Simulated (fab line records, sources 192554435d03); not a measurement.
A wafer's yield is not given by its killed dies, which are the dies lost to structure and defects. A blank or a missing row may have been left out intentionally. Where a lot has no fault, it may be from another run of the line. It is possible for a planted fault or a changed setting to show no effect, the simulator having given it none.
One fault through the eyes of 3 desks :: flow n5Finfet :: each desk holds nothing but its own numbers, with what lay behind them at the end

THE DEFECT DESK
Lot by lot, what the route's inspections counted, given as the mean of those sampled wafers with a number. If a lot's mean is further than 4 standard deviations from the usual mean, the lot is out of limits and carries the mark OUT (the distance appears in the brackets).
Columns: A = rawDefectCount at N5_BEOL_M11_INSPECT_30, usual 390
lot: L177
first seen here: day 10 18:20
A: 415

lot: L182
first seen here: day 12 08:56
A: 385

lot: L185
first seen here: day 12 20:05
A: 427

lot: L192
first seen here: day 14 16:07
A: 296

lot: L193
first seen here: day 15 03:28
A: 404

lot: L198
first seen here: day 16 01:04
A: 382
Result from this desk: across the 6 lots, nothing is out of limits.

FROM THE METROLOGY DESK
Means of the sampled wafers that have a number, per lot and without regard to the tool the lot ran on: this is what the gauges read. If a lot's mean is further than 4 standard deviations from the usual mean, the lot is out of limits and carries the mark OUT (the distance appears in the brackets).
Columns: A = cdNm at N5_BEOL_M11_CD_MEAS_28, usual 69.7 nm; B = V10_OVL at N5_BEOL_M11_OVL_MEAS_29, usual 0.5 nm
lot: L177
first seen here: day 10 18:15
A: 69.9
B: 2.0

lot: L182
first seen here: day 12 08:53
A: 69.3
B: 0.8

lot: L185
first seen here: day 12 20:02
A: 69.0
B: 0.4

lot: L192
first seen here: day 14 16:04
A: 68.5
B: -0.2

lot: L193
first seen here: day 15 03:25
A: 69.9
B: 0.8

lot: L198
first seen here: day 16 01:01
A: 68.6
B: 0.7
Result from this desk: across the 6 lots, nothing is out of limits.

AT THE TOOL OWNER'S DESK: rieDiel-03
The tool's own readings at N5_BEOL_M11_ETCH_41 (etches SiCN in CH3F/O2, target depth 42.6 nm, time 86 s): means of the sampled wafers that have a number, for each lot that ran on this tool. If a lot's mean is further than 4 standard deviations from the usual mean, the lot is out of limits and carries the mark OUT (the distance appears in the brackets).
Columns: A = O2_flow_sccm at N5_BEOL_M11_ETCH_41, usual 20.00 sccm; B = drypumpMotorCurrentA at N5_BEOL_M11_ETCH_41, usual 5.9 A; C = oesProductAu at N5_BEOL_M11_ETCH_41, usual 0.76 a.u.; D = rfVppV at N5_BEOL_M11_ETCH_41, usual 297.5 V; E = runLengthS at N5_BEOL_M11_ETCH_41, usual 109.3 s; F = showerheadPlenumPTorr at N5_BEOL_M11_ETCH_41, usual 2.01 Torr; G = throttleValvePct at N5_BEOL_M11_ETCH_41, usual 16.34 %
lot: L182
first seen here: day 12 09:26
A: 20.01
B: 5.9
C: 0.79
D: 298.3
E: 114.4 (+13) OUT
F: 2.03
G: 16.25

lot: L185
first seen here: day 12 20:34
A: 19.97
B: 6.1
C: 0.70
D: 296.9
E: 113.9 (+12) OUT
F: 1.97
G: 16.39

lot: L198
first seen here: day 16 01:28
A: 20.02
B: 5.9
C: 0.75
D: 298.2
E: 108.9
F: 2.02
G: 16.31
This desk finds L182, L185 out of limits, L182 being first, at day 12 09:26 (runLengthS at N5_BEOL_M11_ETCH_41). L198 stayed within limits.

BROUGHT TOGETHER
On L182, L185, at day 12 09:26, an alarm was possible from the tool owner's desk.
The defect desk saw nothing out of limits.
Metrology desk: nothing out of limits seen.
The defect desk has L182, L185 on record, within its limits.
The metrology desk holds a record of L182, L185, inside its limits.
N5_BEOL_M11_ETCH_41 was run on rieDiel-03 by each of the lots named.

WHAT WAS PUT IN BY THE SIMULATOR
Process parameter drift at N5_BEOL_M11_ETCH_41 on rieDiel-03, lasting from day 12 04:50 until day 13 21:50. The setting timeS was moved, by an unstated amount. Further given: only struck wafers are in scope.
Shown lots that were struck: L182, L185.
Hours from the fault's start to each desk's first reading out of limits: the tool owner's desk, 5.
